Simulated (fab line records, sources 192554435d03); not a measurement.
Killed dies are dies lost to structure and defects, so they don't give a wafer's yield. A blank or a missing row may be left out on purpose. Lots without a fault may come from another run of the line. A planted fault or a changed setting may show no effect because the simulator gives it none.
Chamber matching | flow n5_finfet | N5_BEOL_M13_TRENCH_ETCH_34 on rie_diel-02: 4 sister chambers
The step etches SiOC in C4F8/O2/Ar, target depth 413.47 nm, time 162.6 s. 4 wafers are shown with their chamber, then 9 later ones without.

WAFERS WITH THEIR CHAMBER
wafer  | chamber | drypump_motor_current_A (A)
L080.6 | 3       | 5.35
L087.1 | 2       | 5.84
L087.5 | 1       | 5.70
L087.6 | 0       | 5.12

WAFERS WITHOUT THEIR CHAMBER
wafer  | drypump_motor_current_A (A)
L088.1 | 5.33
L088.4 | 5.12
L088.5 | 5.33
L091.1 | 5.86
L091.4 | 5.64
L091.5 | 5.65
L095.3 | 5.13
L095.5 | 5.65
L095.6 | 5.86

WHICH CHAMBER EACH WENT THROUGH
wafer  | from the rows above | in truth
L088.1 | 3                   | 3
L088.4 | 0                   | 0
L088.5 | 3                   | 3
L091.1 | 2                   | 2
L091.4 | 1                   | 1
L091.5 | 1                   | 1
L095.3 | 0                   | 0
L095.5 | 1                   | 1
L095.6 | 2                   | 2
Placed correctly: 9 of 9. Can't be placed from these rows: 0. Placed wrongly: 0.
How it was worked out, from the rows above alone: a wafer's distance from a chamber is the root of the sum, over the readings, of the square of ((its reading less the chamber's mean) divided by the reading's scatter). The wafer belongs to the nearest chamber; if the next one is less than 2 further off, it can't be placed. A chamber's mean is the mean of its shown wafers. The scatter: with one shown wafer a chamber, the root of the mean of the squares of how far each hidden wafer lies from its nearest shown one.
